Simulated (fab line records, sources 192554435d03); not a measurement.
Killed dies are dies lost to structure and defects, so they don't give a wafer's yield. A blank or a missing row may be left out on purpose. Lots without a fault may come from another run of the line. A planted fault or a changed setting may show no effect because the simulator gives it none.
fab line records | flow n5_finfet
record lots=7 wafers=21
route steps=1938 shown BEOL_M4@1070 BEOL_M5@1139 BEOL_M6@1224 BEOL_M8@1335
start_h: hours from the record's first day to the start of the lot's first wafer shown | wait_h: hours since the lot's step before | " the same as in the row above | L1.1+2: a row that stands for several wafers | - no value, or no start given | * or withheld: withheld | < > ~ a bound
route shown NAME@n: a module of which the file shows steps, and the number in the route of the first | usual: mean/standard deviation of fault-free wafers | same: alike in all rows | chamber/n: place in a boat | sites: the reading at each site | _std_site: their standard deviation | _edge_site: outer sites' mean less inner sites' | radius_mm: how far each site lies from the wafer's centre | mask NAME#n: copy n | behind: the tool/chamber that last shaped the wafer | hold: why the lot was held/for how many hours/how that ended | device: the transistor (n, p or np) that didn't switch | end of line: the same wafers' tests at the end of the route | a step without rows: its recipe alone | killed: dies lost to structure and defects at the first sort, not the wafer's yield | map: a wafer's dies, x killed, . not, _ none there
set.NAME: the setting as run; set.NAME@STEP: as run at that earlier step | model.NAME: the simulator's own value behind a step, which no gauge read
lots whose settings were changed on purpose; a table a step, a row a wafer
## steps
# step N5_BEOL_M4_TRENCH_ETCH_37
# recipe chemistry=C4F6/O2 target_depth_a=555.55 target=SiOC time_s=29.2 ion_energy_ev=250 pressure_mtorr=30 source_w=355 bias_w=185 Ar_flow_sccm=300 C4F6_flow_sccm=10 O2_flow_sccm=10
# usual rf_vpp_V=662/8.7
# columns lot.wafer tool chamber start_h wait_h set.source_w rf_vpp_V
L077.4 rie_diel-02 2 - - 355 659
L077.5 " 3 " " 400.7 622
L077.6 " 0 " " 400.7 619
L081.1 rie_diel-04 3 - - 355 682
L081.5 " 2 " " 317.5 700
L081.6 " 1 " " 355 663
L083.3 rie_diel-02 2 - - 355 659
L083.4 " 3 " " 355 660
L083.6 " 1 " " 317.6 691
L084.4 rie_diel-01 2 - - 355 666
L084.5 " 0 " " 355 653
L084.6 " 1 " " 355 678
L088.2 rie_diel-01 1 - - 355 679
L088.5 " 2 " " 355 666
L088.6 " 1 " " 355 678
L093.2 rie_diel-02 3 - - 355 660
L093.3 " 0 " " 355 658
L093.5 " 0 " " 355 660
L097.2 rie_diel-01 3 - - 338.9 691
L097.4 " 1 " " 355 676
L097.5 " 2 " " 355 666
# step N5_BEOL_M5_COAT_65
# recipe resist=SOC temp_c=250 time_s=60 spin_rpm=1500 resist_thk_nm=60
# columns lot.wafer tool chamber start_h wait_h set.spin_rpm model.SOC_of_BEOL_M5_COAT_65.thk_nm
L077.4 litho_track-03 0 188.15 2.9 1500 59.8
L077.5+6 " 0 " " 1500 60
L081.1 litho_track-03 0 218.85 0.0 1500 60
L081.5+6 " 0 " " 1500 59.8
L083.3 litho_track-03 0 238.02 1.5 1394 62
L083.4 " 0 " " 1500 59.6
L083.6 " 0 " " 1394 61.8
L084.4+6 litho_track-03 0 240.32 0.4 1500 59.8
L084.5 " 0 " " 1500 59.6
L088.2 litho_track-02 0 258.36 0.1 1500 60
L088.5 " 0 " " 1429 61.6
L088.6 " 0 " " 1500 60.2
L093.2 litho_track-04 0 288.96 1.0 1592 58.2
L093.3 " 0 " " 1500 59.8
L093.5 " 0 " " 1592 58
L097.2+5 litho_track-03 0 316.42 2.2 1351 63
L097.4 " 0 " " 1500 60
# step N5_BEOL_M5_COAT_66
# recipe resist=SiARC temp_c=220 time_s=60 spin_rpm=1500 resist_thk_nm=12
# columns lot.wafer tool chamber start_h wait_h set.spin_rpm model.SiARC_of_BEOL_M5_COAT_66.thk_nm
L077.4+6 litho_track-03 0 - - 1500 12
L077.5 " 0 " " 1413 12.4
L081.1+5 litho_track-03 0 - - 1500 12
L081.6 " 0 " " 1445 12.2
L083.3+4+6 litho_track-03 0 - - 1500 12
L084.4+5+6 litho_track-03 0 - - 1500 12
L088.2+5 litho_track-02 0 - - 1500 12
L088.6 " 0 " " 1437 12.4
L093.2+3+5 litho_track-04 0 - - 1500 12
L097.2+4+5 litho_track-03 0 - - 1500 12
# step N5_BEOL_M5_COAT_74
# recipe resist=underlayer temp_c=205 time_s=60 spin_rpm=1500 resist_thk_nm=5
# step N5_BEOL_M5_COAT_22
# recipe resist=CAR-EUV spin_rpm=1500 resist_thk_nm=30
# step N5_BEOL_M5_DESCUM_33
# recipe chemistry=O2 time_s=7 source_power_w=50 bias_power_w=20 pressure_mtorr=20 rf_frequency_hz=2.712e+07 temp_c=40 resist=CAR-EUV o2_flow_sccm=225
# step N5_BEOL_M5_ETCH_75
# recipe chemistry=N2/H2 target=underlayer target_depth_a=65 mask_material=CAR-EUV time_s=5.2 ion_energy_ev=200 pressure_mtorr=30 source_w=840 bias_w=150 n2_flow_sccm=200 h2_flow_sccm=200 ends=cleared
# step N5_BEOL_M5_ETCH_67
# recipe chemistry=CF4 target=SiARC target_depth_a=156 mask_material=CAR-EUV time_s=26 ion_energy_ev=80 pressure_mtorr=40 source_w=545 bias_w=36 Ar_flow_sccm=100 cf4_flow_sccm=100 ends=cleared
# columns lot.wafer tool chamber start_h wait_h set.spin_rpm@BEOL_M5_COAT_66 model.etch.depth_nm
L077.4+6 rie_diel-06 2,1 188.60 0.0 1500 12.01
L077.5 " 0 " " 1413 12.32
L081.1 rie_diel-05 3 219.30 0.0 1500 12.02
L081.5 " 2 " " 1500 11.99
L081.6 " 1 " " 1445 12.2
L083.3 rie_diel-05 3 238.78 0.0 1500 11.99
L083.4 " 1 " " 1500 11.95
L083.6 " 1 " " 1500 11.96
L084.4+6 rie_diel-03 2,1 240.77 0.0 1500 12.03
L084.5 " 0 " " 1500 11.96
L088.2+5 rie_diel-03 3,1 258.87 0.0 1500 12.06
L088.6 " 0 " " 1437 12.31
L093.2 rie_diel-06 2 290.30 0.0 1500 12
L093.3 " 3 " " 1500 12.02
L093.5 " 0 " " 1500 12.01
L097.2 rie_diel-06 0 316.97 0.0 1500 11.98
L097.4 " 2 " " 1500 11.97
L097.5 " 0 " " 1500 12.01
# step N5_BEOL_M5_ETCH_68
# recipe chemistry=N2/H2 target=SOC target_depth_a=800 overetch_a=160 mask_material=SiARC temp_c=40 time_s=120 ion_energy_ev=200 pressure_mtorr=30 source_w=840 bias_w=150 n2_flow_sccm=200 h2_flow_sccm=200
# columns lot.wafer tool chamber start_h wait_h set.spin_rpm@BEOL_M5_COAT_65 model.etch.depth_nm
L077.4 rie_diel-06 2 188.63 0.0 1500 59.84
L077.5 " 0 " " 1500 60.03
L077.6 " 1 " " 1500 60.06
L081.1 rie_diel-05 3 219.33 0.0 1500 59.96
L081.5 " 2 " " 1500 59.71
L081.6 " 1 " " 1500 59.83
L083.3 rie_diel-05 3 238.81 0.0 1394 61.94
L083.4 " 1 " " 1500 59.52
L083.6 " 1 " " 1394 61.82
L084.4 rie_diel-03 2 240.80 0.0 1500 59.84
L084.5 " 0 " " 1500 59.68
L084.6 " 1 " " 1500 59.76
L088.2 rie_diel-03 3 258.90 0.0 1500 60.09
L088.5 " 1 " " 1429 61.65
L088.6 " 0 " " 1500 60.15
L093.2 rie_diel-06 2 290.33 0.0 1592 58.17
L093.3 " 3 " " 1500 59.79
L093.5 " 0 " " 1592 57.97
L097.2 rie_diel-06 0 317.00 0.0 1351 62.98
L097.4 " 2 " " 1500 59.91
L097.5 " 0 " " 1351 63.06
# step N5_BEOL_M5_STRIP_69
# recipe chemistry=N2/H2 temp_c=40 n2_flow_sccm=200 h2_flow_sccm=200 rf_frequency_hz=6e+07
# step N5_BEOL_M5_STRIP_76
# recipe chemistry=N2/H2 temp_c=40 n2_flow_sccm=200 h2_flow_sccm=200 rf_frequency_hz=6e+07
# step N5_BEOL_M5_VIA_ETCH_34
# recipe chemistry=C4F6/O2 target=SiCOH_lowk target_depth_a=883 mask_material=SOC taper_deg=4 time_s=39.2 ion_energy_ev=250 pressure_mtorr=30 source_w=345 bias_w=185 Ar_flow_sccm=300 C4F6_flow_sccm=10 O2_flow_sccm=10
# columns lot.wafer tool chamber start_h wait_h set.spin_rpm@BEOL_M5_COAT_65 model.SOC_of_BEOL_M5_COAT_65.thk_nm
L077.4+6 rie_diel-06 2,1 188.73 0.0 1500 55.8
L077.5 " 0 " " 1500 56
L081.1+6 rie_diel-05 3,1 219.43 0.0 1500 55.8
L081.5 " 2 " " 1500 55.4
L083.3 rie_diel-05 3 238.91 0.0 1394 57.6
L083.4 " 1 " " 1500 55.4
L083.6 " 1 " " 1394 57.8
L084.4 rie_diel-03 2 240.90 0.0 1500 56
L084.5 " 0 " " 1500 55.6
L084.6 " 1 " " 1500 55.8
L088.2 rie_diel-03 3 259.00 0.0 1500 56.2
L088.5 " 1 " " 1429 57.6
L088.6 " 0 " " 1500 56
L093.2 rie_diel-06 2 290.43 0.0 1592 54
L093.3 " 3 " " 1500 55.8
L093.5 " 0 " " 1592 53.8
L097.2 rie_diel-06 0 317.10 0.0 1351 58.8
L097.4 " 2 " " 1500 55.8
L097.5 " 0 " " 1351 59
# step N5_BEOL_M6_EXPOSE_25
# recipe mask_id=V5 na=0.33 source_shape=annular sigma_inner=0.4 sigma_outer=0.8 polarization=unpolarized target_cd_nm=40 dose_mj=45
# columns lot.wafer tool chamber start_h wait_h mask set.dose_mj
L077.4+5 euv_scanner-02 0 199.67 - V5#0 45
L077.6 " 0 " " V5#0 47.82
L081.1+5+6 euv_scanner-02 0 231.62 - V5#0 45
L083.3 euv_scanner-01 0 252.78 - V5#0 43.83
L083.4+6 " 0 " " V5#0 45
L084.4+5+6 euv_scanner-01 0 252.84 - V5#0 45
L088.2+6 euv_scanner-02 0 274.00 - V5#0 45
L088.5 " 0 " " V5#0 42.61
L093.2+3 euv_scanner-02 0 301.91 - V5#0 47.22
L093.5 " 0 " " V5#0 45
L097.2+4 euv_scanner-02 0 328.03 - V5#0 46.59
L097.5 " 0 " " V5#0 45
# step N5_BEOL_M6_PEB_26
# recipe peb_temp_c=100 peb_time_s=60 resist=CAR-EUV
# step N5_BEOL_M6_DEVELOP_27
# recipe develop_time_s=30 developer=TMAH resist=CAR-EUV rinse_liquid=surfactant_rinse dry=air_spin dev_temp_c=23
# step N5_BEOL_M6_CD_MEAS_28
# recipe target_cd_nm=40 landing_energy_ev=500 detector=se_inlens
# usual cd_nm=40.02/0.23
# columns lot.wafer tool chamber start_h wait_h set.dose_mj@BEOL_M6_EXPOSE_25 cd_nm
L077.4 cd_sem-02 0 199.78 - 45 40.44
L077.5 " 0 " " 45 40.24
L077.6 " 0 " " 47.82 41.55
L081.1 cd_sem-03 0 231.75 - 45 40.15
L081.5 " 0 " " 45 40.10
L081.6 " 0 " " 45 40.37
L083.3 cd_sem-01 0 252.90 - 43.83 39.43
L083.4 " 0 " " 45 39.91
L083.6 " 0 " " 45 39.79
L084.4 cd_sem-02 0 252.95 - 45 40.03
L084.5 " 0 " " 45 39.79
L084.6 " 0 " " 45 39.88
L088.2 cd_sem-03 0 274.13 - 45 39.89
L088.5 " 0 " " 42.61 38.15
L088.6 " 0 " " 45 40.12
L093.2 cd_sem-02 0 302.04 - 47.22 41.48
L093.3 " 0 " " 47.22 41.35
L093.5 " 0 " " 45 40.29
L097.2 cd_sem-02 0 328.15 - 46.59 41.27
L097.4 " 0 " " 46.59 40.92
L097.5 " 0 " " 45 40.34
# step N5_BEOL_M6_DESCUM_33
# recipe chemistry=O2 time_s=7 source_power_w=50 bias_power_w=20 pressure_mtorr=20 rf_frequency_hz=2.712e+07 temp_c=40 resist=CAR-EUV o2_flow_sccm=225
# columns lot.wafer tool chamber start_h wait_h set.dose_mj@BEOL_M6_EXPOSE_25 model.BEOL_M6.cd_nm
L077.4+5 rie_diel-04 2 200.00 0.1 45 39.8
L077.6 " 1 " " 47.82 41.6
L081.1 rie_diel-04 3 231.87 0.0 45 39.8
L081.5+6 " 3,2 " " 45 40
L083.3 rie_diel-04 3 253.15 0.2 43.83 39.2
L083.4 " 0 " " 45 40
L083.6 " 0 " " 45 39.8
L084.4 rie_diel-02 3 253.26 0.2 45 39.8
L084.5+6 " 1,2 " " 45 40.2
L088.2+6 rie_diel-02 1,0 274.25 0.0 45 40
L088.5 " 1 " " 42.61 38.8
L093.2 rie_diel-04 0 302.16 0.0 47.22 41.4
L093.3 " 2 " " 47.22 41
L093.5 " 0 " " 45 40.2
L097.2 rie_diel-04 1 328.31 0.1 46.59 40.8
L097.4 " 0 " " 46.59 41.2
L097.5 " 2 " " 45 40
# step N5_BEOL_M6_ETCH_72
# recipe chemistry=N2/H2 target=underlayer target_depth_a=65 mask_material=CAR-EUV time_s=5.2 ion_energy_ev=200 pressure_mtorr=30 source_w=840 bias_w=150 n2_flow_sccm=200 h2_flow_sccm=200 ends=cleared
# columns lot.wafer tool chamber start_h wait_h set.dose_mj@BEOL_M6_EXPOSE_25 model.BEOL_M6.cd_nm
L077.4 rie_diel-04 2 200.04 0.0 45 39.8
L077.5 " 2 " " 45 40
L077.6 " 1 " " 47.82 41.6
L081.1 rie_diel-04 3 231.91 0.0 45 39.8
L081.5 " 3 " " 45 40.2
L081.6 " 2 " " 45 40
L083.3 rie_diel-04 3 253.19 0.0 43.83 39.4
L083.4+6 " 0 " " 45 40
L084.4 rie_diel-02 3 253.29 0.0 45 39.8
L084.5+6 " 1,2 " " 45 40.2
L088.2+6 rie_diel-02 1,0 274.29 0.0 45 40
L088.5 " 1 " " 42.61 38.8
L093.2 rie_diel-04 0 302.20 0.0 47.22 41.2
L093.3 " 2 " " 47.22 41
L093.5 " 0 " " 45 40.2
L097.2 rie_diel-04 1 328.35 0.0 46.59 41
L097.4 " 0 " " 46.59 41.2
L097.5 " 2 " " 45 40.2
# step N5_BEOL_M6_ETCH_65
# recipe chemistry=CF4 target=SiARC target_depth_a=156 mask_material=CAR-EUV time_s=26 ion_energy_ev=80 pressure_mtorr=40 source_w=545 bias_w=36 Ar_flow_sccm=100 cf4_flow_sccm=100 ends=cleared
# step N5_BEOL_M6_ETCH_66
# recipe chemistry=N2/H2 target=SOC target_depth_a=800 overetch_a=160 mask_material=SiARC temp_c=40 time_s=120 ion_energy_ev=200 pressure_mtorr=30 source_w=840 bias_w=150 n2_flow_sccm=200 h2_flow_sccm=200
# columns lot.wafer tool chamber start_h wait_h set.dose_mj@BEOL_M6_EXPOSE_25 model.BEOL_M6.cd_nm
L077.4+5 rie_diel-04 2 200.14 0.1 45 40
L077.6 " 1 " " 47.82 41.4
L081.1+5 rie_diel-04 3 231.95 0.0 45 40.4
L081.6 " 2 " " 45 40.2
L083.3 rie_diel-04 3 253.23 0.0 43.83 39.6
L083.4 " 0 " " 45 40
L083.6 " 0 " " 45 39.8
L084.4 rie_diel-02 3 253.34 0.0 45 40
L084.5 " 1 " " 45 40.6
L084.6 " 2 " " 45 40.2
L088.2+6 rie_diel-02 1,0 274.33 0.0 45 40.4
L088.5 " 1 " " 42.61 39
L093.2+3 rie_diel-04 0,2 302.24 0.0 47.22 41.4
L093.5 " 0 " " 45 40.4
L097.2 rie_diel-04 1 328.39 0.0 46.59 41.2
L097.4 " 0 " " 46.59 41.8
L097.5 " 2 " " 45 40.4
# step N5_BEOL_M6_VIA_ETCH_34
# recipe chemistry=C4F6/O2 target=SiCOH_lowk target_depth_a=1263 mask_material=SOC taper_deg=4 time_s=50.9 ion_energy_ev=250 pressure_mtorr=30 source_w=345 bias_w=185 Ar_flow_sccm=300 C4F6_flow_sccm=10 O2_flow_sccm=10
# columns lot.wafer tool chamber start_h wait_h set.time_s model.etch.depth_nm model.SOC_of_BEOL_M6_COAT_63.thk_nm
L077.4 rie_diel-04 2 200.27 0.0 41.14 101.3 55
L077.5 " 2 " " 41.14 101.1 55.2
L077.6 " 1 " " 50.9 128.5 53.8
L081.1 rie_diel-04 3 232.06 0.0 50.9 126.4 53.8
L081.5 " 3 " " 50.9 128 54
L081.6 " 2 " " 50.9 126.3 53.8
L083.3 rie_diel-04 3 253.33 0.0 57.01 142.4 53.2
L083.4 " 0 " " 57.01 139.2 53.4
L083.6 " 0 " " 50.9 123.8 54.2
L084.4 rie_diel-02 3 253.44 0.0 50.9 125.3 54
L084.5 " 1 " " 50.9 126.2 54.2
L084.6 " 2 " " 50.9 127.4 53.8
L088.2 rie_diel-02 1 274.43 0.0 59.91 145.9 53
L088.5 " 1 " " 59.91 146.3 52.6
L088.6 " 0 " " 59.91 145.5 52.8
L093.2 rie_diel-04 0 302.34 0.0 50.9 126.8 53.8
L093.3 " 2 " " 58.35 145 53
L093.5 " 0 " " 50.9 125.3 53.8
L097.2 rie_diel-04 1 328.49 0.0 50.9 127.7 53.8
L097.4 " 0 " " 62.16 158.4 52.6
L097.5 " 2 " " 50.9 125 54.4
# step N5_BEOL_M8_PECVD_70
# recipe material=SiO2 target_thk_a=200 temp_c=400 precursor=TEOS/O2 pressure_torr=5.5 rf_w=450 teos_flow_sccm=53.8 gas=O2 flow_sccm=3000 time_s=22.7
# columns lot.wafer tool chamber start_h wait_h set.temp_c model.SiO2_of_BEOL_M8_PECVD_70.thk_nm
L077.4+6 pecvd-01 1 210.03 0.1 400 20.6
L077.5 " 0 " " 400 20
L081.1 pecvd-01 0 242.67 0.0 400 19.8
L081.5 " 2 " " 383.7 22.8
L081.6 " 1 " " 400 20.4
L083.3 pecvd-04 0 264.44 0.0 400 19.6
L083.4 " 2 " " 400 19.8
L083.6 " 0 " " 400 20
L084.4 pecvd-03 1 265.21 0.1 400 20
L084.5 " 2 " " 400 20.2
L084.6 " 0 " " 400 19.8
L088.2 pecvd-01 2 288.13 0.0 400 20.2
L088.5+6 " 0,1 " " 416.4 17.8
L093.2 pecvd-03 1 312.86 0.0 400 20.2
L093.3 " 0 " " 400 19.8
L093.5 " 1 " " 400 20.4
L097.2 pecvd-03 1 340.70 0.0 404.6 19.4
L097.4 " 0 " " 404.6 19.8
L097.5 " 2 " " 400 20.2
# step N5_BEOL_M8_ETCH_62
# recipe chemistry=N2/H2 target=SOC target_depth_a=1100 overetch_a=220 mask_material=SiARC temp_c=40 time_s=165 ion_energy_ev=200 pressure_mtorr=30 source_w=840 bias_w=150 n2_flow_sccm=200 h2_flow_sccm=200
# usual rf_vpp_V=524.0/1.7
# columns lot.wafer tool chamber start_h wait_h set.bias_w rf_vpp_V model.SiARC_of_BEOL_M8_COAT_60.thk_nm
L077.4 rie_diel-04 1 211.51 0.0 150 524.3 28
L077.5 " 0 " " 160.8 546.1 27.8
L077.6 " 1 " " 150 523.6 28
L081.1 rie_diel-04 0 245.91 0.0 150 522.3 28.4
L081.5 " 3 " " 131.6 484.6 29
L081.6 " 0 " " 131.6 481.0 29.4
L083.3 rie_diel-01 2 266.71 0.0 150 520.0 28.6
L083.4 " 2 " " 161.1 544.2 27.8
L083.6 " 1 " " 150 524.9 28
L084.4 rie_diel-04 3 267.28 0.0 150 525.5 28.2
L084.5 " 0 " " 150 522.1 28.6
L084.6 " 1 " " 150 524.3 28.2
L088.2 rie_diel-02 3 291.16 0.0 150 523.2 28.6
L088.5 " 0 " " 150 525.7 28.6
L088.6 " 3 " " 139.3 499.1 29
L093.2 rie_diel-02 2 314.46 0.0 150 526.6 28.4
L093.3 " 0 " " 139.9 503.0 29.2
L093.5 " 1 " " 139.9 501.7 29
L097.2 rie_diel-01 1 342.60 0.0 150 523.9 28.2
L097.4 " 2 " " 172.7 569.0 27.4
L097.5 " 1 " " 172.7 571.5 26.8
## key
split step=N5_BEOL_M4_TRENCH_ETCH_37 setting=source_w stated=355 by=wafer
response step=N5_BEOL_M4_TRENCH_ETCH_37 reading=rf_vpp_V change=-2.97 per=1% r=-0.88
split step=N5_BEOL_M5_COAT_65 setting=spin_rpm stated=1500 by=wafer
response step=N5_BEOL_M5_COAT_65 reading=model.SOC_of_BEOL_M5_COAT_65.thk_nm change=-0.305 per=1% r=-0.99
response step=N5_BEOL_M5_ETCH_68 reading=model.etch.depth_nm change=-0.313 per=1% r=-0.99
response step=N5_BEOL_M5_VIA_ETCH_34 reading=model.SOC_of_BEOL_M5_COAT_65.thk_nm change=-0.315 per=1% r=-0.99
split step=N5_BEOL_M5_COAT_66 setting=spin_rpm stated=1500 by=wafer
response step=N5_BEOL_M5_COAT_66 reading=model.SiARC_of_BEOL_M5_COAT_66.thk_nm change=-0.0731 per=1% r=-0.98
response step=N5_BEOL_M5_ETCH_67 reading=model.etch.depth_nm change=-0.0554 per=1% r=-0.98
split step=N5_BEOL_M6_EXPOSE_25 setting=dose_mj stated=45 by=wafer
response step=N5_BEOL_M6_CD_MEAS_28 reading=cd_nm change=+0.241 per=1% r=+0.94
response step=N5_BEOL_M6_DESCUM_33 reading=model.BEOL_M6.cd_nm change=+0.252 per=1% r=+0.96
response step=N5_BEOL_M6_ETCH_72 reading=model.BEOL_M6.cd_nm change=+0.236 per=1% r=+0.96
response step=N5_BEOL_M6_ETCH_66 reading=model.BEOL_M6.cd_nm change=+0.232 per=1% r=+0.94
split step=N5_BEOL_M6_VIA_ETCH_34 setting=time_s stated=50.9 by=wafer
response step=N5_BEOL_M6_VIA_ETCH_34 reading=model.etch.depth_nm change=+1.41 per=1% r=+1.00
response step=N5_BEOL_M6_VIA_ETCH_34 reading=model.SOC_of_BEOL_M6_COAT_63.thk_nm change=-0.0663 per=1% r=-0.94
split step=N5_BEOL_M8_PECVD_70 setting=temp_c stated=400 by=wafer
response step=N5_BEOL_M8_PECVD_70 reading=model.SiO2_of_BEOL_M8_PECVD_70.thk_nm change=-0.62 per=1% r=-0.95
split step=N5_BEOL_M8_ETCH_62 setting=bias_w stated=150 by=wafer
response step=N5_BEOL_M8_ETCH_62 reading=rf_vpp_V change=+3.18 per=1% r=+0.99
response step=N5_BEOL_M8_ETCH_62 reading=model.SiARC_of_BEOL_M8_COAT_60.thk_nm change=-0.0673 per=1% r=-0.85
